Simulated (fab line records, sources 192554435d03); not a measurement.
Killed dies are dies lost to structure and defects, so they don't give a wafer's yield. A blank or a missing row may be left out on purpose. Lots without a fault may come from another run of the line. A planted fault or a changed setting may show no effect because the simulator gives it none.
Which tool did it? | flow n5_finfet | 8 lots, 24 wafers sampled, at 8 steps of a route of 1938

WHAT THE GAUGES READ, wafer by wafer
N5_ZERO_LAYER_CD_MEAS_11: target cd 2000 nm. Usual: cd_nm 2000.1 nm, standard deviation 1.7.
lot  | measured    | on        | cd_nm (nm)           | flag
L563 | day 1 12:46 | cd_sem-01 | 1996.7 1998.1 1998.5 |
L566 | day 2 06:46 | cd_sem-02 | 2000.3 1999.5 2001.1 |
L567 | day 2 12:38 | cd_sem-02 | 1999.9 2002.3 1996.6 |
L573 | day 4 00:46 | cd_sem-01 | 1999.9 1999.7 2001.5 |
L575 | day 4 12:46 | cd_sem-02 | 2001.5 2000.4 1998.2 |
L582 | day 6 06:50 | cd_sem-03 | 2002.0 2001.1 2000.8 |
L585 | day 7 00:38 | cd_sem-03 | 1997.0 1999.6 2001.9 |
L586 | day 7 06:38 | cd_sem-03 | 1998.4 2002.3 2000.8 |

N5_ZERO_LAYER_INSPECT_20: inspects for defects (darkfield). Usual: raw_defect_count 40, standard deviation 20.
lot  | measured    | on                | raw_defect_count | flag
L563 | day 1 13:23 | defect_inspect-02 | 38 47 45         |
L566 | day 2 07:29 | defect_inspect-02 | 13 30 20         |
L567 | day 2 13:16 | defect_inspect-01 | 57 73 110        |
L573 | day 4 01:23 | defect_inspect-01 | 401 455 40       | OFF
L575 | day 4 13:23 | defect_inspect-01 | 454 33 23        | OFF
L582 | day 6 07:56 | defect_inspect-02 | 15 31 44         |
L585 | day 7 01:40 | defect_inspect-01 | 30 27 31         |
L586 | day 7 07:15 | defect_inspect-01 | 37 40 32         |

N5_WELL_APT_INSPECT_10: inspects for defects (macro). Usual: raw_defect_count 1.9, standard deviation 1.4.
lot  | measured    | on                | raw_defect_count | flag
L563 | day 1 13:52 | defect_inspect-02 | 3 3 2            |
L566 | day 2 07:58 | defect_inspect-02 | 2 2 4            |
L567 | day 2 13:38 | defect_inspect-02 | 0 2 2            |
L573 | day 4 01:44 | defect_inspect-01 | >300 >300 1      |
L575 | day 4 13:52 | defect_inspect-01 | >300 3 1         |
L582 | day 6 08:25 | defect_inspect-01 | 2 2 2            |
L585 | day 7 02:01 | defect_inspect-01 | 1 0 6            |
L586 | day 7 07:37 | defect_inspect-02 | 2 0 2            |

N5_WELL_APT_INSPECT_38: inspects for defects (darkfield). Usual: raw_defect_count 13, standard deviation 4.9.
lot  | measured    | on                | raw_defect_count | flag
L563 | day 1 17:00 | defect_inspect-02 | 11 7 13          |
L566 | day 2 10:49 | defect_inspect-01 | 14 17 27         |
L567 | day 2 16:42 | defect_inspect-02 | 26 13 15         |
L573 | day 4 04:40 | defect_inspect-02 | 369 402 14       | OFF
L575 | day 4 16:40 | defect_inspect-02 | 395 11 10        | OFF
L582 | day 6 11:28 | defect_inspect-01 | 9 19 20          |
L585 | day 7 05:00 | defect_inspect-01 | 9 19 16          |
L586 | day 7 10:55 | defect_inspect-01 | 19 11 10         |

N5_BEOL_M4_RC_MEAS_101. Usual: DIBL_N 36.4 mV/V, standard deviation 1.6; DIBL_P 35.9 mV/V, standard deviation 2; IOFF_N 0.152 nA/um, standard deviation 0.03; IOFF_P 0.20 nA/um, standard deviation 0.032; ION_N 670 uA/um, standard deviation 12; ION_P 459 uA/um, standard deviation 7.3; SS_N 71.6 mV/dec, standard deviation 0.55; SS_P 73.2 mV/dec, standard deviation 0.69; VT_N 251 mV, standard deviation 3.5; VT_P -252 mV, standard deviation 3.2.
lot  | measured     | on        | DIBL_N (mV/V)  | DIBL_P (mV/V)  | IOFF_N (nA/um)    | IOFF_P (nA/um) | ION_N (uA/um) | ION_P (uA/um) | SS_N (mV/dec)  | SS_P (mV/dec)  | VT_N (mV)   | VT_P (mV)      | flag
L563 | day 8 00:49  | prober-01 | 35.4 36.6 37.7 | 34.2 36.3 38.0 | 0.131 0.148 0.168 | 0.21 0.23 0.26 | 669 671 678   | 466 463 474   | 70.9 70.6 71.4 | 72.6 73.3 73.8 | 251 251 248 | -247 -247 -246 |
L566 | day 8 22:53  | prober-01 | 36.8 39.9 39.2 | 34.9 38.3 38.4 | 0.133 0.198 0.181 | 0.21 0.25 0.25 | 655 687 683   | 459 467 464   | 71.6 72.0 71.8 | 73.7 73.9 73.7 | 252 247 248 | -252 -249 -252 |
L567 | day 9 05:32  | prober-01 | 37.2 35.7 34.9 | 37.4 35.0 35.2 | 0.177 0.148 0.142 | 0.22 0.19 0.18 | 688 679 678   | 468 459 460   | 72.4 71.9 71.8 | 73.6 72.8 72.6 | 247 251 251 | -248 -252 -250 |
L573 | day 10 16:03 | prober-01 | 38.4 35.7 38.5 | 38.2 35.4 37.9 | 0.192 0.151 0.189 | 0.23 0.20 0.23 | 686 686 682   | 466 472 467   | 72.0 72.2 72.3 | 73.5 73.9 73.2 | 248 253 249 | -249 -250 -250 |
L575 | day 11 09:44 | prober-02 | 35.1 37.5 35.2 | 33.5 37.4 33.9 | 0.128 0.183 0.135 | 0.17 0.23 0.18 | 661 690 678   | 456 469 466   | 71.8 72.6 71.8 | 72.7 74.3 72.1 | 254 247 252 | -253 -249 -250 |
L582 | day 12 21:31 | prober-01 | 36.0 36.4 37.2 | 36.9 37.4 37.1 | 0.172 0.175 0.193 | 0.20 0.21 0.21 | 681 680 684   | 468 466 462   | 72.0 71.5 72.3 | 73.3 73.0 73.7 | 247 249 248 | -250 -248 -247 |
L585 | day 13 23:13 | prober-02 | 35.3 36.3 34.5 | 35.4 35.6 35.5 | 0.135 0.160 0.127 | 0.19 0.20 0.20 | 671 667 664   | 458 452 464   | 71.7 72.3 71.1 | 73.6 73.2 73.2 | 255 253 254 | -253 -252 -251 |
L586 | day 13 18:51 | prober-01 | 35.6 35.7 34.8 | 34.2 34.9 32.8 | 0.128 0.124 0.117 | 0.16 0.16 0.14 | 659 668 654   | 445 458 447   | 71.3 71.0 71.2 | 73.0 73.4 72.5 | 255 254 256 | -257 -258 -261 |

WHICH TOOL RAN EACH LOT (tool, then ch and the chambers of the sampled wafers, then the start)
lot  | N5_ZERO_LAYER_PECVD_02         | N5_ZERO_LAYER_STRIP_24              | N5_PMOS_HMC_CHANNEL_EPI_HM_DEP_34
L563 | pecvd-02 ch 1,2, day 1 12:17   | plasma_asher-02 ch 0, day 1 13:01   | pecvd-04 ch 0,2, day 1 17:02
L566 | pecvd-02 ch 0,1,2, day 2 06:17 | plasma_asher-02 ch 0,1, day 2 07:05 | pecvd-03 ch 0,2, day 2 10:50
L567 | pecvd-02 ch 0,1,2, day 2 12:17 | plasma_asher-02 ch 0,1, day 2 12:55 | pecvd-03 ch 0,2, day 2 16:44
L573 | pecvd-03 ch 0,2, day 4 00:17   | plasma_asher-02 ch 0,1, day 4 01:01 | pecvd-04 ch 0,1, day 4 04:43
L575 | pecvd-01 ch 0,1, day 4 12:17   | plasma_asher-02 ch 0,1, day 4 13:01 | pecvd-04 ch 0,1,2, day 4 16:42
L582 | pecvd-01 ch 0,1, day 6 06:21   | plasma_asher-01 ch 0,1, day 6 07:35 | pecvd-03 ch 0,1,2, day 6 11:31
L585 | pecvd-01 ch 0,1,2, day 7 00:17 | plasma_asher-01 ch 0,1, day 7 01:18 | pecvd-02 ch 0,1, day 7 05:02
L586 | pecvd-01 ch 0,1,2, day 7 06:17 | plasma_asher-02 ch 0,1, day 7 06:53 | pecvd-03 ch 0,1,2, day 7 10:57
- N5_ZERO_LAYER_PECVD_02: deposits SiO2 from SiH4/N2O, target thk 10 nm, time 6 s.
- N5_ZERO_LAYER_STRIP_24: strips in O2.
- N5_PMOS_HMC_CHANNEL_EPI_HM_DEP_34: deposits SiO2 from TEOS/O2, target thk 36 nm, time 6.9 s.

WHAT THE TOOLS THEMSELVES READ (means of the sampled wafers that have a number; where no wafer has one, the mark that the record gives instead)
N5_ZERO_LAYER_PECVD_02. Usual: heater_power_w 729 W, standard deviation 98; showerhead_plenum_p_Torr 8.17 Torr, standard deviation 0.18.
lot  | tool     | heater_power_w (W) | showerhead_plenum_p_Torr (Torr) | flag
L563 | pecvd-02 | 754                | 7.99                            |
L566 | pecvd-02 | 720                | 8.01                            |
L567 | pecvd-02 | 692                | 8.01                            |
L573 | pecvd-03 | 791                | 8.34                            |
L575 | pecvd-01 | 636                | 8.14                            |
L582 | pecvd-01 | 725                | 8.28                            |
L585 | pecvd-01 | 714                | 8.21                            |
L586 | pecvd-01 | 779                | 8.20                            |

N5_ZERO_LAYER_STRIP_24. Usual: drypump_motor_current_A 5.7 A, standard deviation 0.7; heater_power_w 308 W, standard deviation 23; oes_product_au 0.646 a.u., standard deviation 0.004; strip_time_to_endpoint_s 43.85 s, standard deviation 0.11; temp_c 249.99 C, standard deviation 0.18.
lot  | tool            | drypump_motor_current_A (A) | heater_power_w (W) | oes_product_au (a.u.) | strip_time_to_endpoint_s (s) | temp_c (C) | flag
L563 | plasma_asher-02 | 4.9                         | 280                | 0.645                 | 43.86                        | 249.78     |
L566 | plasma_asher-02 | 6.0                         | 295                | 0.641                 | 43.99                        | 249.85     |
L567 | plasma_asher-02 | 5.4                         | 294                | 0.645                 | 43.90                        | 249.91     |
L573 | plasma_asher-02 | 5.9                         | 298                | 0.642                 | 43.85                        | 249.92     |
L575 | plasma_asher-02 | 5.4                         | 292                | 0.644                 | 43.80                        | 249.87     |
L582 | plasma_asher-01 | 5.9                         | 337                | 0.648                 | 43.95                        | 250.07     |
L585 | plasma_asher-01 | 5.9                         | 333                | 0.650                 | 43.92                        | 249.95     |
L586 | plasma_asher-02 | 5.4                         | 291                | 0.652                 | 43.97                        | 250.00     |

N5_PMOS_HMC_CHANNEL_EPI_HM_DEP_34. Usual: heater_power_w 514 W, standard deviation 84; showerhead_plenum_p_Torr 8.37 Torr, standard deviation 0.038; throttle_valve_pct 19.1 %, standard deviation 1.
lot  | tool     | heater_power_w (W) | showerhead_plenum_p_Torr (Torr) | throttle_valve_pct (%) | flag
L563 | pecvd-04 | 486                | 8.36                            | 19.3                   |
L566 | pecvd-03 | 547                | 8.39                            | 18.3                   |
L567 | pecvd-03 | 583                | 8.39                            | 18.2                   |
L573 | pecvd-04 | 425                | 8.38                            | 20.1                   |
L575 | pecvd-04 | 464                | 8.35                            | 19.5                   |
L582 | pecvd-03 | 600                | 8.41                            | 18.4                   |
L585 | pecvd-02 | 411                | 8.31                            | 19.3                   |
L586 | pecvd-03 | 557                | 8.39                            | 18.6                   |

THE ANSWER, worked out from the rows above alone
Rule: a lot is off if the mean of its wafers that have a number lies more than 3 standard deviations from the usual mean. A lot without any number at a reading at which 4 lots or more have one is off too. The other lots that the step has rows for count as sound. The gauges are gone through in route order, then the tools' own readings, and for those a lot's mean is taken as printed above. The first step at which some lot is off is used, and at that step the reading that is off furthest; a lot without a number counts as furthest.
Off: L573, L575, at N5_ZERO_LAYER_INSPECT_20 (raw_defect_count).
A tool fits if, at a process step before that reading, it ran every lot that is off, and no sound lot after the first of them. The gauges at N5_ZERO_LAYER_INSPECT_20 aren't tried: what is off there is off at N5_WELL_APT_INSPECT_38 too, on other tools, and a gauge's error can't cause that. None of those tried fits.

WHAT THE SIMULATOR HAD PUT IN
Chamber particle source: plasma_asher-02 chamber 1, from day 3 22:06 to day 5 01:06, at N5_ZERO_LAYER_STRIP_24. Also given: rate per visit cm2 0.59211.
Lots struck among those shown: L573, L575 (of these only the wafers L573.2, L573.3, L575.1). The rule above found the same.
